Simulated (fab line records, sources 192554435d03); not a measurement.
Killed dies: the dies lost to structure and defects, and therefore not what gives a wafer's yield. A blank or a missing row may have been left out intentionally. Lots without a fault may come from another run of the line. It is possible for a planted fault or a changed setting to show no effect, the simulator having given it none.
Comparing a struck lot with a sound one | flow n5_finfet | 18 out of 1938 route steps
Sound: the wafers L299.3, L299.4, L299.6. Struck: wafer L312.6 (left out: L312.3, L312.5 of the same lot, which were not struck); the cause appears at the end.
For every step that has rows: the tool of each side, followed by ch and its chambers, followed by its first start. Under that, the readings that differ: sound wafers | struck wafers | difference of the means | sigmas: that difference in standard deviations of wafers without a fault.
alike: same words and numbers on both sides, and readings whose means sit less than 2 such deviations apart. not compared: any withheld reading, any reading some wafer has no value for, any bound like >300 that may hide the same value, and any number with overlapping values for which the record gives no deviation.
Wherever a step has rows on one side only, a row that says differs or no value, or a row with sigmas, the two part there. Numbers that have no deviation but don't overlap get no sigmas and don't part them. Lack of a reading on every wafer of one side parts them only where that side has two or more wafers.

first, 3 steps without rows for these wafers: N5_MOL_CONTACT_COAG_EXPOSE_05 (exposes mask CA, defocus 0 nm); N5_MOL_CONTACT_COAG_PEB_06 (peb time 60 s); N5_MOL_CONTACT_COAG_DEVELOP_07 (develop time 30 s).
N5_MOL_CONTACT_COAG_CD_MEAS_08 targets a cd of 28 nm.
  sound on cd_sem-01 ch 0, day 5 17:05; struck on cd_sem-02 ch 0, day 8 23:32
  alike: cd_nm
N5_MOL_CONTACT_COAG_OVL_MEAS_09:
  sound on overlay-02 ch 0, day 5 17:07; struck on overlay-02 ch 0, day 8 23:34
  alike: CA_OVL
N5_MOL_CONTACT_COAG_INSPECT_10: inspects for defects (brightfield).
  struck on defect_inspect-01, day 8 23:37; sound on defect_inspect-01, day 5 17:10
  alike: raw_defect_count
N5_MOL_CONTACT_COAG_DESCUM_13: chemistry O2, time 7 s.
  sound on rie_diel-03 ch 0,2, day 5 17:12; struck on rie_diel-02 ch 3, day 9 00:11
  reading                     | sound       | struck | difference | sigmas
  drypump_motor_current_A (A) | 6.1 5.5 6.2 | 4.9    | -1.0       | -2
  alike: oes_product_au, rf_vpp_V, showerhead_plenum_p_Torr, throttle_valve_pct
  not compared: rf_hours_counter_h
N5_MOL_CONTACT_COAG_ETCH_59: etches underlayer in N2/H2, target depth 13 nm, time 10.4 s.
  sound on rie_diel-03 ch 0,2, day 5 17:14; struck on rie_diel-02 ch 3, day 9 00:14
  reading                     | sound             | struck | difference | sigmas
  drypump_motor_current_A (A) | 6.1 5.5 6.1       | 4.9    | -1.0       | -2
  throttle_valve_pct (%)      | 18.16 18.10 18.18 | 17.55  | -0.60      | -2
  alike: bias_w, etch_rf_on_time_s, oes_product_au, rf_vpp_V, showerhead_plenum_p_Torr
  not compared: rf_hours_counter_h
N5_MOL_CONTACT_COAG_ETCH_105: etches SiARC in CF4, target depth 15.6 nm, time 26 s.
  sound on rie_diel-03 ch 0,2, day 5 17:16; struck on rie_diel-02 ch 3, day 9 00:15
  reading                     | sound       | struck | difference | sigmas
  drypump_motor_current_A (A) | 6.2 5.5 6.2 | 4.9    | -1.1       | -2
  alike: bias_w, etch_rf_on_time_s, mfc_ar_sccm, oes_product_au, rf_vpp_V, showerhead_plenum_p_Torr, throttle_valve_pct
  not compared: rf_hours_counter_h
N5_MOL_CONTACT_COAG_ETCH_106: etches SOC in N2/H2, target depth 80 nm, overetch 16 nm, time 120 s.
  sound on rie_diel-03 ch 0,2, day 5 17:17; struck on rie_diel-02 ch 3, day 9 00:16
  reading                     | sound             | struck | difference | sigmas
  drypump_motor_current_A (A) | 6.2 5.5 6.2       | 4.9    | -1.1       | -2
  throttle_valve_pct (%)      | 18.17 18.09 18.17 | 17.54  | -0.60      | -2
  alike: bias_w, oes_product_au, rf_vpp_V, showerhead_plenum_p_Torr
  not compared: rf_hours_counter_h
then, 2 steps without rows for these wafers: N5_MOL_CONTACT_COAG_STRIP_107 (strips in N2/H2); N5_MOL_CONTACT_COAG_STRIP_108 (strips in N2/H2).
N5_MOL_CONTACT_COAG_CONTACT_ETCH_14: etches SiO2 in C4F6/O2, target depth 27.5 nm, overetch 8.5 nm, time 20 s.
  sound on rie_diel-03 ch 0,2, day 5 17:23; struck on rie_diel-02 ch 3, day 9 00:22
  reading                                            | sound        | struck | difference | sigmas
  drypump_motor_current_A (A)                        | 6.1 5.5 6.1  | 4.9    | -1.0       | -2
  model.SOC_of_MOL_CONTACT_COAG_COAT_103.thk_nm (nm) | 78 78.2 78.2 | 77.6   | -0.5       |
  alike: bias_w, mfc_ar_sccm, oes_product_au, rf_vpp_V, showerhead_plenum_p_Torr, throttle_valve_pct
  not compared: rf_hours_counter_h
then, 2 steps without rows for these wafers: N5_MOL_CONTACT_COAG_STRIP_109 (strips in C4F6/O2); N5_MOL_CONTACT_COAG_ETCH_15 (etches SiNx in CH3F/O2, stops on Si:P, target depth 7 nm).
N5_MOL_CONTACT_COAG_ETCH_110: etches Si in CF4/O2, target depth 2.5 nm, time 8 s.
  sound on rie_diel-03 ch 0,2, day 5 17:29; struck on rie_diel-02 ch 3, day 9 00:28
  reading                                            | sound          | struck | difference | sigmas
  drypump_motor_current_A (A)                        | 6.2 5.5 6.1    | 4.9    | -1.0       | -2
  model.SOC_of_MOL_CONTACT_COAG_COAT_103.thk_nm (nm) | 73.4 73.2 73.4 | 72.8   | -0.5       |
  alike: bias_w, mfc_ar_sccm, oes_product_au, rf_vpp_V, showerhead_plenum_p_Torr, throttle_valve_pct
  not compared: rf_hours_counter_h
N5_MOL_CONTACT_COAG_STRIP_98: strips in N2/H2.
  sound on rie_diel-03 ch 0,2, day 5 17:32; struck on rie_diel-02 ch 3, day 9 00:31
  reading                     | sound          | struck | difference | sigmas
  drypump_motor_current_A (A) | 6.1 5.5 6.1    | 4.9    | -1.0       | -2
  throttle_valve_pct (%)      | 19.6 19.6 19.6 | 18.7   | -0.9       | -2
  alike: oes_product_au, rf_vpp_V, showerhead_plenum_p_Torr
  not compared: rf_hours_counter_h
-- here the record skips 4 days between the struck wafers' starts before and after, leaving off in module MOL_CONTACT_COAG and picking up in module BEOL_M4 (first step shown: number 1111 of the route) --
N5_BEOL_M4_RC_MEAS_101:
  sound on prober-01 ch 0, day 9 08:28; struck on prober-02 ch 0, day 12 13:04
  alike: DIBL_N, DIBL_P, IOFF_N, IOFF_P, ION_N, ION_P, SS_N, SS_P, VT_N, VT_P

WHERE THEY PART
At N5_MOL_CONTACT_COAG_DESCUM_13 first; at N5_MOL_CONTACT_COAG_STRIP_98 last (within this record only). Later steps at which nothing parts them and some readings are alike: N5_BEOL_M4_RC_MEAS_101.

WHY: the cause the simulator had injected
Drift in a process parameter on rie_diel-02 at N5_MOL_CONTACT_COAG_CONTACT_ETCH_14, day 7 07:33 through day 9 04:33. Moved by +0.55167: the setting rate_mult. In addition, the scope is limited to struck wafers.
